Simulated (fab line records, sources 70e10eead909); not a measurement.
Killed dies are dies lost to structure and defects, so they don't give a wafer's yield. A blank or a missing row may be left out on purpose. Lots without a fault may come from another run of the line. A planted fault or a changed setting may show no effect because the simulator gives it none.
fab line records | flow nand_harc
record lots=24 wafers=72 last_day=33
route steps=1302 shown A_CHANNEL_FILL_D2@627 A_STAIRCASE@667
lots that met no fault: from a run of the same line without faults
start_h: hours from the record's first day to the start of the lot's first wafer shown | wait_h: hours since the lot's step before | " the same as in the row above | L1.1+2: a row that stands for several wafers | - no value, or no start given | * or withheld: withheld | < > ~ a bound
route shown NAME@n: a module of which the file shows steps, and the number in the route of the first | usual: mean/standard deviation of fault-free wafers | same: alike in all rows | chamber/n: place in a boat | sites: the reading at each site | _std_site: their standard deviation | _edge_site: outer sites' mean less inner sites' | radius_mm: how far each site lies from the wafer's centre | mask NAME#n: copy n | behind: the tool/chamber that last shaped the wafer | hold: why the lot was held/for how many hours/how that ended | device: the transistor (n, p or np) that didn't switch | end of line: the same wafers' tests at the end of the route | a step without rows: its recipe alone | killed: dies lost to structure and defects at the first sort, not the wafer's yield | map: a wafer's dies, x killed, . not, _ none there
set.NAME: the setting as run; set.NAME@STEP: as run at that earlier step | model.NAME: the simulator's own value behind a step, which no gauge read
steps of the route over a sample of lots; a table a step, a row a wafer
services: from which hour (start_h, from the record's first day; less than 0 if before it) a tool's chamber was out of use, for how many hours, and why
## steps
# step NHARC_A_CHANNEL_FILL_D2_ALD_25
# recipe target_thk_a=600 pulse_time_s=10 ald_cycles=600 temp_c=300 material=SiOx
# usual heater_power_w=465/32 precursor_pulse_height_rel=1.001/0.02
# columns lot.wafer tool chamber start_h wait_h heater_power_w precursor_pulse_height_rel
L077.3 ald_hk-03 0 356.53 0.1 414 1.020
L077.5 " 0 359.03 2.5 418 1.012
L077.6 " 1 " " 459 0.986
L076.4 ald_hk-01 2 356.53 0.1 483 1.001
L076.3 " 3 " " 469 1.052
L076.1 " 1 358.38 1.9 523 0.986
L075.4 ald_hk-01 3 360.84 0.1 471 0.992
L075.6 " 3 363.32 2.5 478 0.984
L075.5 " 0 " " 447 1.021
L074.1 ald_hk-03 0 363.46 2.7 425 0.960
L074.5 " 1 " " 463 1.020
L074.6 " 2 " " 458 1.002
L078.4 ald_hk-04 0 375.88 0.1 477 1.019
L078.1 " 3 377.72 1.9 506 0.961
L078.5 " 1 378.94 3.1 438 0.999
L079.4 ald_hk-04 0 387.19 1.3 459 1.009
L079.3 " 1 " " 433 1.019
L079.6 " 3 389.03 3.1 520 1.037
L080.1 ald_hk-01 3 387.19 1.3 469 0.986
L080.5 " 1 388.43 2.5 540 1.019
L080.6 " 2 " " 497 1.014
L081.2 ald_hk-03 0 404.37 1.3 435 1.012
L081.1 " 1 " " 460 1.021
L081.5 " 2 " " 481 0.978
L082.1 ald_hk-01 2 413.55 0.8 512 0.981
L082.3 " 0 414.78 2.0 442 0.992
L082.6 " 2 416.01 3.2 492 0.975
L083.3 ald_hk-04 3 427.06 0.7 508 1.044
L083.4 " 0 " " 467 1.024
L083.1 " 1 " " 439 0.985
L085.3 ald_hk-01 0 441.62 1.3 443 1.025
L085.5 " 2 442.83 2.5 513 1.023
L085.6 " 3 " " 476 0.977
L084.3 ald_hk-03 0 442.30 2.0 417 1.024
L084.2 " 1 " " 469 1.039
L084.1 " 2 " " 476 1.016
L086.2 ald_hk-01 3 445.10 1.1 470 0.986
L086.6 " 2 446.97 2.9 509 1.006
L086.5 " 3 " " 478 1.014
L087.4 ald_hk-04 1 456.83 0.7 454 0.994
L087.3 " 2 " " 426 0.969
L087.5 " 1 459.27 3.1 429 0.987
L089.1 ald_hk-04 1 480.16 0.1 448 0.976
L089.4 " 2 " " 433 0.980
L089.2 " 3 " " 502 0.990
L088.2 ald_hk-03 1 484.21 4.1 465 1.023
L088.5 " 2 " " 475 0.988
L088.6 " 3 " " 433 1.000
L090.1 ald_hk-03 0 496.00 0.1 430 0.996
L090.2 " 1 " " 472 0.985
L090.4 " 2 " " 475 1.021
L091.2 ald_hk-04 0 503.90 0.1 468 0.985
L091.3 " 2 505.16 1.3 430 0.985
L091.4 " 3 " " 492 1.025
L093.4 ald_hk-03 1 520.15 0.0 476 0.978
L093.5 " 1 522.66 2.6 469 0.986
L093.6 " 2 " " 486 0.979
L092.3 ald_hk-04 2 520.77 0.7 440 0.990
L092.1 " 3 " " 501 0.984
L092.6 " 2 523.23 3.1 439 1.005
L094.4 ald_hk-03 3 544.93 0.0 448 0.986
L094.1 " 0 " " 432 1.009
L094.2 " 2 546.77 1.9 487 1.013
L095.4 ald_hk-01 0 545.55 0.7 436 1.028
L095.3 " 1 " " 565 0.978
L095.1 " 2 " " 477 1.001
L096.3 ald_hk-04 0 553.71 0.1 478 1.027
L096.1 " 1 " " 446 1.002
L096.5 " 0 556.21 2.5 487 1.001
L097.3 ald_hk-03 0 562.65 0.0 423 0.985
L097.4 " 3 564.48 1.9 461 1.016
L097.5 " 0 " " 435 1.010
# step NHARC_A_STAIRCASE_DESCUM_11
# recipe time_s=3 o2_flow_sccm=200 ar_flow_sccm=0 bias_power_w=0 chemistry=O2
# usual drypump_motor_current_A=5.6/0.45 oes_product_au=0.996/0.011 rf_vpp_V=57.8/0.96 showerhead_plenum_p_Torr=1.92/0.064 throttle_valve_pct=11.310/0.0091
# columns lot.wafer tool chamber start_h wait_h drypump_motor_current_A oes_product_au rf_hours_counter_h rf_vpp_V showerhead_plenum_p_Torr throttle_valve_pct
L077.3 rie_diel-07 2 371.15 - 5.3 0.995 21 58.1 1.99 11.322
L077.5 " 3 " " 5.2 0.990 - 58.2 1.89 11.296
L077.6 " 0 " " 6.2 0.993 - 58.0 2.03 11.312
L076.1 rie_diel-06 3 371.57 - 5.9 0.986 18 58.2 1.90 11.293
L076.3 " 0 " " 5.5 0.998 18 58.7 2.03 11.313
L076.4 " 1 " " 5.7 1.005 19 58.2 1.90 11.294
L074.1 rie_diel-06 1 376.01 - 5.7 1.002 21 57.9 1.90 11.313
L074.5 " 1 " " 5.7 1.020 - 59.2 1.90 11.312
L074.6 " 2 " " 6.6 0.993 - 56.2 1.87 11.314
L075.4 rie_diel-06 3 376.58 - 5.9 0.987 21 57.3 1.90 11.321
L075.6 " 1 " " 5.7 1.002 - 57.2 1.90 11.317
L075.5 " 2 " " 6.7 0.975 - 59.3 1.87 11.302
L078.1 rie_diel-07 2 390.67 - 5.3 0.999 27 58.2 1.99 11.308
L078.4 " 3 " " 5.3 0.988 25 57.0 1.89 11.320
L078.5 " 1 " " 5.0 1.003 - 59.0 1.96 11.304
L080.1 rie_diel-06 3 401.36 - 5.9 1.001 35 57.8 1.89 11.323
L080.5 " 1 " " 5.7 1.011 - 55.9 1.89 11.303
L080.6 " 2 " " 6.6 0.986 - 57.5 1.87 11.307
L079.3 rie_diel-07 0 401.37 - 6.1 0.980 27 57.2 2.03 11.306
L079.4 " 1 " " 5.0 1.001 29 60.2 1.96 11.287
L079.6 " 0 " " 6.2 0.984 - 57.5 2.03 11.295
L081.1 rie_diel-06 0 417.96 - 5.5 0.992 41 57.6 2.02 11.295
L081.2 " 1 " " 5.7 0.998 40 56.2 1.89 11.321
L081.5 " 3 " " 5.9 0.996 - 57.5 1.89 11.310
L082.3 rie_diel-08 1 428.41 - 5.7 1.012 17 57.7 1.94 11.305
L082.1 " 3 " " 5.5 0.990 21 56.7 1.80 11.321
L082.6 " 2 " " 5.4 1.022 - 57.8 1.90 11.304
L083.1 rie_diel-07 0 441.02 - 6.1 0.984 35 59.6 2.03 11.326
L083.4 " 1 " " 5.0 1.004 39 58.9 1.96 11.313
L083.3 " 2 " " 5.2 1.005 42 60.0 1.98 11.314
L084.3 rie_diel-08 0 455.32 - 5.2 0.998 21 59.2 1.91 11.302
L084.1 " 2 " " 5.4 1.009 24 57.1 1.89 11.307
L084.2 " 3 " " 5.5 0.989 29 57.3 1.79 11.304
L085.3 rie_diel-08 2 455.61 - 5.4 1.017 24 57.3 1.89 11.302
L085.6 " 1 " " 5.7 1.021 - 58.2 1.94 11.317
L085.5 " 2 " " 5.4 1.010 - 57.5 1.89 11.296
L086.2 rie_diel-07 0 459.71 - 6.1 0.982 42 59.4 2.03 11.310
L086.6 " 2 " " 5.2 0.995 - 59.7 1.98 11.311
L086.5 " 3 " " 5.2 0.985 - 58.8 1.88 11.322
L087.3 rie_diel-06 1 471.00 - 5.7 1.001 59 58.5 1.89 11.318
L087.4 " 1 " " 5.7 1.007 - 58.0 1.89 11.303
L087.5 " 3 " " 5.9 0.983 - 57.2 1.89 11.298
L089.4 rie_diel-08 1 495.17 - 5.7 1.011 43 56.4 1.93 11.332
L089.1 " 2 " " 5.4 1.015 39 56.0 1.89 11.315
L089.2 " 3 " " 5.5 0.980 45 56.1 1.79 11.320
L088.2 rie_diel-06 1 495.40 - 5.7 1.006 0 56.3 1.88 11.306
L088.5 " 2 " " 6.6 0.991 - 55.7 1.86 11.320
L088.6 " 3 " " 5.9 0.992 - 58.9 1.88 11.315
L090.1 rie_diel-08 2 510.84 - 5.4 1.011 42 56.2 1.89 11.321
L090.2 " 3 " " 5.5 0.991 49 57.8 1.79 11.312
L090.4 " 2 " " 5.4 1.013 - 56.4 1.89 11.295
L091.4 rie_diel-07 1 519.02 - 5.0 0.999 13 57.7 1.95 11.307
L091.2 " 2 " " 5.2 1.003 9 57.8 1.98 11.321
L091.3 " 3 " " 5.3 0.998 9 57.0 1.87 11.317
L093.4 rie_diel-07 0 534.96 - 6.1 0.987 18 59.7 2.02 11.297
L093.6 " 3 " " 5.2 0.996 - 56.7 1.87 11.304
L093.5 " 0 " " 6.2 0.982 - 57.4 2.02 11.320
L092.1 rie_diel-06 2 535.12 - 6.6 0.998 17 57.7 1.85 11.308
L092.3 " 3 " " 5.9 0.997 13 59.1 1.88 11.292
L092.6 " 1 " " 5.7 1.010 - 57.2 1.88 11.304
L095.1 rie_diel-07 2 559.60 - 5.2 1.013 22 58.5 1.97 11.298
L095.3 " 0 " " 6.2 0.990 24 58.1 2.02 11.318
L095.4 " 1 " " 5.0 0.990 24 57.4 1.95 11.311
L094.2 rie_diel-08 0 559.95 - 5.2 1.009 0 58.3 1.90 11.314
L094.4 " 1 " " 5.7 0.997 1 58.0 1.93 11.305
L094.1 " 2 " " 5.4 0.991 1 58.0 1.88 11.309
L096.3 rie_diel-07 2 568.56 - 5.2 0.989 25 58.5 1.97 11.311
L096.1 " 3 " " 5.3 0.994 24 56.1 1.87 11.302
L096.5 " 2 " " 5.2 0.996 - 58.0 1.97 11.321
L097.3 rie_diel-07 0 577.73 - 6.1 0.979 30 59.0 2.01 11.302
L097.4 " 1 " " 5.0 0.988 32 57.1 1.95 11.314
L097.5 " 0 " " 6.1 0.981 - 57.6 2.01 11.314
# step NHARC_A_STAIRCASE_ETCH_23
# recipe target_depth_a=1000 time_s=40.5 ion_energy_ev=400 c4f8_flow_sccm=20 o2_flow_sccm=10 ar_flow_sccm=withheld rf_w=600 bias_w=1000 chemistry=C4F8/O2
# usual oes_product_au=0.943/0.012 rf_vpp_V=896/4.3
# columns lot.wafer tool chamber start_h wait_h oes_product_au rf_hours_counter_h rf_vpp_V
L077.3 rie_diel-07 2 - - 0.930 22 900
L077.6 " 0 " " 0.922 - 902
L077.5 " 1 " " 0.928 - 899
L076.4 rie_diel-06 0 - - 0.940 19 904
L076.3 " 1 " " 0.948 21 893
L076.1 " 3 " " 0.927 20 895
L074.1 rie_diel-06 3 - - 0.932 21 897
L074.6 " 3 " " 0.934 - 895
L074.5 " 0 " " 0.938 - 901
L075.4 rie_diel-07 3 - - 0.934 22 893
L075.5 " 2 " " 0.938 - 900
L075.6 " 3 " " 0.923 - 894
L078.4 rie_diel-07 2 - - 0.954 28 900
L078.1 " 0 " " 0.927 24 903
L078.5 " 2 " " 0.952 - 900
L079.4 rie_diel-06 2 - - 0.947 33 893
L079.3 " 0 " " 0.931 35 903
L079.6 " 1 " " 0.943 - 895
L080.1 rie_diel-08 1 - - 0.944 11 897
L080.5 " 0 " " 0.949 - 896
L080.6 " 1 " " 0.948 - 898
L081.1 rie_diel-06 2 - - 0.921 38 892
L081.2 " 3 " " 0.939 40 894
L081.5 " 0 " " 0.957 - 903
L082.3 rie_diel-07 1 - - 0.941 37 897
L082.1 " 2 " " 0.950 40 898
L082.6 " 0 " " 0.950 - 903
L083.3 rie_diel-06 2 - - 0.926 43 893
L083.1 " 3 " " 0.940 46 896
L083.4 " 0 " " 0.949 46 903
L084.3 rie_diel-07 0 - - 0.943 41 904
L084.2 " 1 " " 0.945 42 898
L084.1 " 2 " " 0.945 47 900
L085.3 rie_diel-08 2 - - 0.945 25 895
L085.6 " 3 " " 0.939 - 890
L085.5 " 0 " " 0.958 - 895
L086.2 rie_diel-08 0 - - 0.972 23 895
L086.5 " 0 " " 0.967 - 895
L086.6 " 1 " " 0.978 - 898
L087.3 rie_diel-06 0 - - 0.935 59 902
L087.4 " 3 " " 0.932 - 895
L087.5 " 0 " " 0.930 - 904
L089.2 rie_diel-08 3 - - 0.940 46 890
L089.1 " 0 " " 0.956 38 895
L089.4 " 1 " " 0.964 44 898
L088.2 rie_diel-06 2 - - 0.941 1 893
L088.5 " 0 " " 0.941 - 903
L088.6 " 1 " " 0.966 - 895
L090.1 rie_diel-08 3 - - 0.931 50 887
L090.2 " 0 " " 0.941 42 896
L090.4 " 2 " " 0.951 - 895
L091.3 rie_diel-07 1 - - 0.935 15 898
L091.4 " 2 " " 0.931 11 901
L091.2 " 3 " " 0.940 10 895
L092.3 rie_diel-06 1 - - 0.958 16 894
L092.1 " 3 " " 0.939 14 892
L092.6 " 1 " " 0.961 - 893
L093.4 rie_diel-07 3 - - 0.942 17 893
L093.6 " 0 " " 0.945 - 901
L093.5 " 1 " " 0.940 - 898
L095.4 rie_diel-07 1 - - 0.938 25 898
L095.1 " 2 " " 0.954 23 900
L095.3 " 3 " " 0.943 23 893
L094.1 rie_diel-08 2 - - 0.940 1 893
L094.2 " 0 " " 0.971 1 896
L094.4 " 1 " " 0.954 1 897
L096.1 rie_diel-08 3 - - 0.953 4 888
L096.3 " 1 " " 0.966 4 900
L096.5 " 0 " " 0.956 - 893
L097.4 rie_diel-07 2 - - 0.942 32 899
L097.3 " 0 " " 0.927 33 902
L097.5 " 2 " " 0.944 - 899
# step NHARC_A_STAIRCASE_TRIM_24
# recipe time_s=211.2 o2_flow_sccm=500 ar_flow_sccm=0 bias_w=0 chemistry=O2
# usual drypump_motor_current_A=5.6/0.45 oes_product_au=0.997/0.011 rf_vpp_V=57.8/0.86 showerhead_plenum_p_Torr=3.54/0.12 throttle_valve_pct=17.036/0.0099
# columns lot.wafer tool chamber start_h wait_h drypump_motor_current_A oes_product_au rf_hours_counter_h rf_vpp_V showerhead_plenum_p_Torr throttle_valve_pct
L077.3 rie_diel-07 0 - - 6.2 0.993 18 59.2 3.74 17.041
L077.5 " 0 " " 6.1 0.985 - 57.2 3.73 17.040
L077.6 " 1 " " 5.0 0.992 - 56.9 3.62 17.038
L076.1 rie_diel-06 2 - - 6.6 0.979 19 57.7 3.45 17.039
L076.4 " 3 " " 5.9 0.995 20 58.3 3.50 17.030
L076.3 " 0 " " 5.5 1.005 19 59.7 3.73 17.043
L074.1 rie_diel-06 0 - - 5.5 0.999 21 57.3 3.73 17.048
L074.5 " 1 " " 5.7 1.010 - 57.6 3.50 17.034
L074.6 " 2 " " 6.6 0.992 - 58.3 3.45 17.052
L075.4 rie_diel-07 0 - - 6.2 0.988 20 57.3 3.73 17.040
L075.6 " 1 " " 5.0 0.988 - 58.4 3.62 17.021
L075.5 " 2 " " 5.2 1.012 - 57.7 3.66 17.026
L078.4 rie_diel-07 1 - - 5.0 0.991 25 58.5 3.62 17.035
L078.1 " 2 " " 5.3 0.994 28 56.4 3.65 17.019
L078.5 " 1 " " 5.0 0.987 - 57.6 3.62 17.014
L079.4 rie_diel-06 2 - - 6.7 0.993 33 57.5 3.44 17.047
L079.3 " 0 " " 5.5 0.998 35 57.7 3.72 17.046
L079.6 " 2 " " 6.7 0.989 - 58.2 3.44 17.051
L080.1 rie_diel-08 0 - - 5.2 0.999 4 56.2 3.53 17.031
L080.5 " 0 " " 5.3 0.997 - 57.7 3.53 17.048
L080.6 " 1 " " 5.8 1.005 - 58.7 3.58 17.033
L081.2 rie_diel-06 2 - - 6.7 0.991 38 58.3 3.44 17.039
L081.1 " 3 " " 5.9 1.000 41 56.6 3.49 17.032
L081.5 " 3 " " 5.9 0.995 - 57.9 3.49 17.039
L082.3 rie_diel-07 0 - - 6.2 0.986 34 58.4 3.72 17.031
L082.1 " 3 " " 5.3 0.982 37 57.8 3.47 17.029
L082.6 " 1 " " 5.0 0.989 - 58.5 3.61 17.026
L083.4 rie_diel-06 0 - - 5.5 0.996 46 57.7 3.72 17.042
L083.1 " 1 " " 5.7 1.005 46 57.8 3.49 17.017
L083.3 " 2 " " 6.6 0.985 44 57.5 3.44 17.046
L084.1 rie_diel-07 1 - - 5.0 0.993 42 57.4 3.61 17.051
L084.3 " 2 " " 5.2 0.999 47 58.9 3.64 17.027
L084.2 " 3 " " 5.3 0.988 44 57.4 3.47 17.037
L085.3 rie_diel-08 1 - - 5.8 1.007 29 57.2 3.57 17.041
L085.5 " 2 " " 5.4 0.993 - 57.7 3.49 17.041
L085.6 " 3 " " 5.5 0.976 - 57.0 3.32 17.024
L086.2 rie_diel-08 0 - - 5.2 1.004 23 57.5 3.52 17.020
L086.5 " 0 " " 5.2 0.997 - 58.3 3.52 17.053
L086.6 " 1 " " 5.8 1.000 - 59.4 3.57 17.032
L087.3 rie_diel-06 3 - - 5.9 0.996 58 57.4 3.48 17.028
L087.4 " 1 " " 5.7 1.015 - 58.8 3.48 17.042
L087.5 " 3 " " 5.9 0.999 - 58.5 3.48 17.031
L089.4 rie_diel-08 2 - - 5.4 1.009 39 59.6 3.48 17.036
L089.2 " 0 " " 5.2 0.990 38 58.7 3.51 17.034
L089.1 " 1 " " 5.7 1.005 44 58.0 3.56 17.036
L088.2 rie_diel-06 0 - - 5.5 0.988 1 58.9 3.70 17.042
L088.6 " 2 " " 6.7 1.000 - 58.7 3.44 17.045
L088.5 " 3 " " 5.9 0.996 - 57.4 3.48 17.026
L090.1 rie_diel-08 0 - - 5.2 1.008 42 59.2 3.51 17.044
L090.2 " 3 " " 5.6 0.986 50 57.5 3.31 17.025
L090.4 " 2 " " 5.4 1.010 - 57.8 3.48 17.021
L091.2 rie_diel-07 0 - - 6.2 0.997 14 58.9 3.71 17.047
L091.4 " 1 " " 5.0 0.998 15 57.9 3.60 17.015
L091.3 " 2 " " 5.2 0.999 11 58.2 3.63 17.027
L092.1 rie_diel-06 1 - - 5.7 1.011 16 58.1 3.47 17.034
L092.3 " 2 " " 6.7 0.993 17 59.1 3.43 17.027
L092.6 " 1 " " 5.7 1.018 - 55.5 3.47 17.045
L093.4 rie_diel-07 3 - - 5.3 0.991 17 56.8 3.46 17.046
L093.6 " 0 " " 6.2 0.983 - 58.7 3.71 17.050
L093.5 " 1 " " 5.1 0.994 - 58.1 3.59 17.041
L095.1 rie_diel-07 0 - - 6.2 1.002 25 57.2 3.70 17.039
L095.3 " 1 " " 5.0 0.999 25 58.2 3.59 17.030
L095.4 " 2 " " 5.2 0.997 23 56.4 3.63 17.049
L094.1 rie_diel-08 0 - - 5.2 1.018 1 56.3 3.50 17.044
L094.2 " 1 " " 5.7 1.005 1 56.3 3.56 17.052
L094.4 " 2 " " 5.4 0.992 1 57.0 3.47 17.038
L096.3 rie_diel-08 0 - - 5.2 1.023 4 56.7 3.50 17.029
L096.1 " 2 " " 5.4 1.000 4 57.0 3.47 17.035
L096.5 " 0 " " 5.2 1.020 - 57.7 3.50 17.026
L097.4 rie_diel-07 3 - - 5.3 0.996 31 57.4 3.45 17.030
L097.3 " 0 " " 6.2 0.988 33 60.4 3.70 17.041
L097.5 " 3 " " 5.3 0.988 - 56.5 3.45 17.039
# step NHARC_A_STAIRCASE_ETCH_25
# recipe target_depth_a=1000 time_s=40.5 ion_energy_ev=400 c4f8_flow_sccm=20 o2_flow_sccm=10 ar_flow_sccm=withheld rf_w=600 bias_w=1000 chemistry=C4F8/O2
# usual oes_product_au=0.939/0.013 rf_vpp_V=896/4.4
# columns lot.wafer tool chamber start_h wait_h oes_product_au rf_hours_counter_h rf_vpp_V
L077.3 rie_diel-07 2 - - 0.943 22 901
L077.5 " 2 " " 0.941 - 899
L077.6 " 3 " " 0.924 - 896
L076.3 rie_diel-06 3 - - 0.935 20 895
L076.4 " 1 " " 0.961 21 895
L076.1 " 2 " " 0.929 19 894
L074.1 rie_diel-06 1 - - 0.954 23 897
L074.6 " 0 " " 0.959 - 903
L074.5 " 1 " " 0.951 - 896
L075.4 rie_diel-07 3 - - 0.918 22 893
L075.5 " 3 " " 0.924 - 893
L075.6 " 0 " " 0.917 - 904
L078.1 rie_diel-07 1 - - 0.927 25 899
L078.4 " 2 " " 0.947 28 900
L078.5 " 0 " " 0.913 - 901
L079.3 rie_diel-06 0 - - 0.926 35 903
L079.4 " 1 " " 0.933 34 896
L079.6 " 3 " " 0.928 - 894
L080.1 rie_diel-08 3 - - 0.912 13 889
L080.6 " 3 " " 0.914 - 888
L080.5 " 0 " " 0.922 - 897
L081.1 rie_diel-06 3 - - 0.927 41 896
L081.2 " 1 " " 0.963 41 896
L081.5 " 2 " " 0.932 - 891
L082.1 rie_diel-07 1 - - 0.934 37 898
L082.3 " 2 " " 0.940 40 900
L082.6 " 0 " " 0.947 - 904
L083.1 rie_diel-06 0 - - 0.935 46 902
L083.4 " 1 " " 0.947 46 894
L083.3 " 2 " " 0.943 44 894
L084.2 rie_diel-07 1 - - 0.946 42 899
L084.1 " 2 " " 0.948 47 901
L084.3 " 3 " " 0.942 44 894
L085.3 rie_diel-08 0 - - 0.973 22 895
L085.5 " 3 " " 0.942 - 888
L085.6 " 0 " " 0.962 - 897
L086.2 rie_diel-08 2 - - 0.930 28 894
L086.6 " 3 " " 0.925 - 887
L086.5 " 0 " " 0.952 - 895
L087.3 rie_diel-06 1 - - 0.919 64 893
L087.4 " 0 " " 0.929 63 903
L087.5 " 1 " " 0.926 - 894
L089.1 rie_diel-08 2 - - 0.946 39 894
L089.4 " 0 " " 0.946 38 896
L089.2 " 1 " " 0.965 44 899
L088.2 rie_diel-06 3 - - 0.941 1 893
L088.5 " 1 " " 0.963 - 894
L088.6 " 2 " " 0.935 - 893
L090.2 rie_diel-08 3 - - 0.927 50 889
L090.1 " 0 " " 0.943 42 896
L090.4 " 2 " " 0.954 - 895
L091.3 rie_diel-07 3 - - 0.943 11 893
L091.4 " 1 " " 0.943 15 899
L091.2 " 2 " " 0.943 11 900
L092.1 rie_diel-06 0 - - 0.936 12 903
L092.3 " 2 " " 0.934 17 891
L092.6 " 1 " " 0.956 - 894
L093.4 rie_diel-07 2 - - 0.928 18 901
L093.6 " 1 " " 0.930 - 897
L093.5 " 2 " " 0.934 - 901
L095.3 rie_diel-07 3 - - 0.926 23 893
L095.1 " 0 " " 0.925 25 902
L095.4 " 1 " " 0.934 25 897
L094.4 rie_diel-08 3 - - 0.945 1 888
L094.2 " 0 " " 0.962 1 895
L094.1 " 1 " " 0.951 1 898
L096.1 rie_diel-08 2 - - 0.951 4 894
L096.3 " 0 " " 0.963 4 895
L096.5 " 3 " " 0.954 - 887
L097.4 rie_diel-07 1 - - 0.929 34 898
L097.3 " 3 " " 0.944 31 894
L097.5 " 2 " " 0.937 - 900
# step NHARC_A_STAIRCASE_TRIM_191
# recipe time_s=211.2 o2_flow_sccm=500 ar_flow_sccm=0 bias_w=0 chemistry=O2
# usual drypump_motor_current_A=5.7/0.45 oes_product_au=0.995/0.011 rf_vpp_V=57.7/0.91 showerhead_plenum_p_Torr=3.54/0.11 throttle_valve_pct=17.036/0.0081
# columns lot.wafer tool chamber start_h wait_h drypump_motor_current_A oes_product_au rf_hours_counter_h rf_vpp_V showerhead_plenum_p_Torr throttle_valve_pct
L077.3 rie_diel-06 2 - - 6.6 0.989 20 56.3 3.45 17.039
L077.6 " 0 " " 5.5 1.006 - 57.5 3.73 17.048
L077.5 " 1 " " 5.7 1.009 - 56.9 3.50 17.037
L076.3 rie_diel-07 0 - - 6.1 0.990 19 58.4 3.73 17.017
L076.1 " 1 " " 5.0 0.995 20 57.0 3.62 17.049
L076.4 " 2 " " 5.3 1.007 22 57.1 3.66 17.042
L074.1 rie_diel-07 0 - - 6.1 0.981 21 59.1 3.73 17.035
L074.6 " 1 " " 5.0 0.994 - 57.5 3.62 17.035
L074.5 " 2 " " 5.2 0.996 - 59.1 3.66 17.031
L075.4 rie_diel-08 0 - - 5.2 1.012 0 57.3 3.53 17.053
L075.6 " 2 " " 5.4 0.999 - 59.0 3.51 17.034
L075.5 " 3 " " 5.5 0.997 - 58.0 3.34 17.029
L078.1 rie_diel-08 1 - - 5.8 1.019 4 56.8 3.59 17.033
L078.4 " 3 " " 5.5 0.988 - 56.5 3.33 17.038
L078.5 " 1 " " 5.7 1.022 - 58.8 3.59 17.022
L079.3 rie_diel-06 3 - - 5.9 0.991 37 58.6 3.49 17.023
L079.4 " 0 " " 5.5 0.982 36 58.1 3.72 17.038
L079.6 " 1 " " 5.7 1.005 - 56.3 3.49 17.030
L080.1 rie_diel-07 2 - - 5.2 0.991 34 59.5 3.65 17.036
L080.6 " 2 " " 5.2 1.001 - 57.5 3.65 17.033
L080.5 " 3 " " 5.3 0.989 - 56.2 3.48 17.033
L081.1 rie_diel-07 1 - - 5.0 0.993 35 57.0 3.61 17.014
L081.2 " 0 " " 6.2 0.987 32 58.5 3.73 17.048
L081.5 " 1 " " 5.0 0.996 - 58.8 3.61 17.025
L082.3 rie_diel-06 2 - - 6.6 0.979 42 58.1 3.44 17.039
L082.1 " 3 " " 5.9 0.993 43 58.5 3.49 17.038
L082.6 " 2 " " 6.6 0.987 - 57.0 3.44 17.033
L083.1 rie_diel-06 2 - - 6.5 0.981 44 56.6 3.44 17.038
L083.4 " 3 " " 5.9 0.982 46 57.8 3.49 17.045
L083.3 " 1 " " 5.7 0.995 46 58.0 3.49 17.045
L084.2 rie_diel-06 1 - - 5.7 0.998 56 57.1 3.48 17.033
L084.3 " 3 " " 5.9 0.987 54 58.7 3.48 17.045
L084.1 " 0 " " 5.5 0.989 54 58.1 3.71 17.042
L085.3 rie_diel-07 2 - - 5.2 0.995 48 58.6 3.64 17.042
L085.6 " 0 " " 6.1 0.979 - 58.4 3.72 17.040
L085.5 " 1 " " 5.1 1.005 - 57.2 3.61 17.030
L086.2 rie_diel-06 0 - - 5.5 0.986 56 58.7 3.71 17.046
L086.5 " 3 " " 5.9 0.989 - 57.2 3.48 17.046
L086.6 " 0 " " 5.5 0.990 - 58.9 3.71 17.021
L087.4 rie_diel-06 2 - - 6.6 0.998 49 56.5 3.44 17.036
L087.3 " 3 " " 5.9 0.993 63 58.7 3.48 17.026
L087.5 " 1 " " 5.7 1.001 - 58.3 3.48 17.029
L089.1 rie_diel-08 3 - - 5.5 0.994 46 56.7 3.31 17.049
L089.4 " 0 " " 5.2 0.997 39 58.3 3.51 17.037
L089.2 " 1 " " 5.8 1.005 44 58.2 3.56 17.045
L088.2 rie_diel-07 0 - - 6.2 0.977 7 59.0 3.71 17.043
L088.6 " 2 " " 5.2 0.994 - 56.8 3.64 17.029
L088.5 " 3 " " 5.3 0.987 - 57.0 3.46 17.029
L090.1 rie_diel-08 0 - - 5.2 1.004 43 57.3 3.51 17.048
L090.2 " 2 " " 5.4 1.017 44 58.7 3.48 17.045
L090.4 " 0 " " 5.2 1.003 - 57.6 3.51 17.032
L091.4 rie_diel-06 2 - - 6.6 1.001 11 56.1 3.43 17.025
L091.2 " 3 " " 5.9 0.998 9 56.6 3.47 17.031
L091.3 " 0 " " 5.5 0.992 8 57.2 3.70 17.047
L092.1 rie_diel-07 3 - - 5.3 1.007 17 57.1 3.46 17.035
L092.3 " 0 " " 6.2 0.979 19 56.3 3.71 17.029
L092.6 " 3 " " 5.3 1.008 - 58.6 3.46 17.042
L093.4 rie_diel-06 2 - - 6.6 0.988 19 57.4 3.43 17.058
L093.6 " 2 " " 6.6 0.991 - 56.9 3.43 17.032
L093.5 " 3 " " 5.9 0.986 - 57.2 3.47 17.028
L095.3 rie_diel-07 0 - - 6.2 0.984 25 58.7 3.70 17.043
L095.4 " 1 " " 5.0 0.986 25 59.2 3.59 17.047
L095.1 " 2 " " 5.2 0.986 23 56.8 3.63 17.035
L094.4 rie_diel-06 0 - - 5.5 0.998 19 58.4 3.69 17.030
L094.2 " 1 " " 5.7 1.000 23 57.8 3.46 17.026
L094.1 " 2 " " 6.6 0.992 24 57.2 3.42 17.028
L096.3 rie_diel-07 0 - - 6.2 0.995 30 57.1 3.70 17.056
L096.1 " 1 " " 5.1 0.979 32 58.3 3.59 17.036
L096.5 " 3 " " 5.3 1.000 - 57.5 3.45 17.040
L097.3 rie_diel-06 0 - - 5.5 0.995 28 57.4 3.69 17.027
L097.4 " 1 " " 5.7 1.014 33 57.4 3.46 17.031
L097.5 " 1 " " 5.7 1.016 - 58.1 3.46 17.037
## services
# columns tool chamber start_h hours kind
rie_diel-08 0 334.03 2.0 repair
rie_diel-07 0 352.35 - clean
rie_diel-07 1 352.35 - clean
rie_diel-07 2 352.35 - clean
rie_diel-07 3 352.35 - clean
rie_diel-08 2 353.29 3.9 repair
rie_diel-06 2 355.50 4.1 repair
rie_diel-08 - 371.10 9.0 pm
rie_diel-07 0 376.86 - clean
ald_hk-03 - 392.17 10.0 pm
rie_diel-08 2 393.50 11.2 repair
rie_diel-08 0 393.82 3.0 repair
rie_diel-08 1 416.73 3.3 repair
ald_hk-04 - 436.33 10.0 pm
rie_diel-07 1 442.29 7.0 repair
rie_diel-07 - 471.29 9.0 pm
ald_hk-01 - 474.69 10.0 pm
rie_diel-06 - 484.74 9.0 pm
rie_diel-08 1 507.94 34.1 repair
rie_diel-08 - 510.07 0.4 repair
rie_diel-08 - 548.92 9.0 pm
rie_diel-06 - 552.38 2.1 repair
ald_hk-03 - 572.88 10.0 pm
rie_diel-06 3 573.18 5.0 repair
## key
fault none
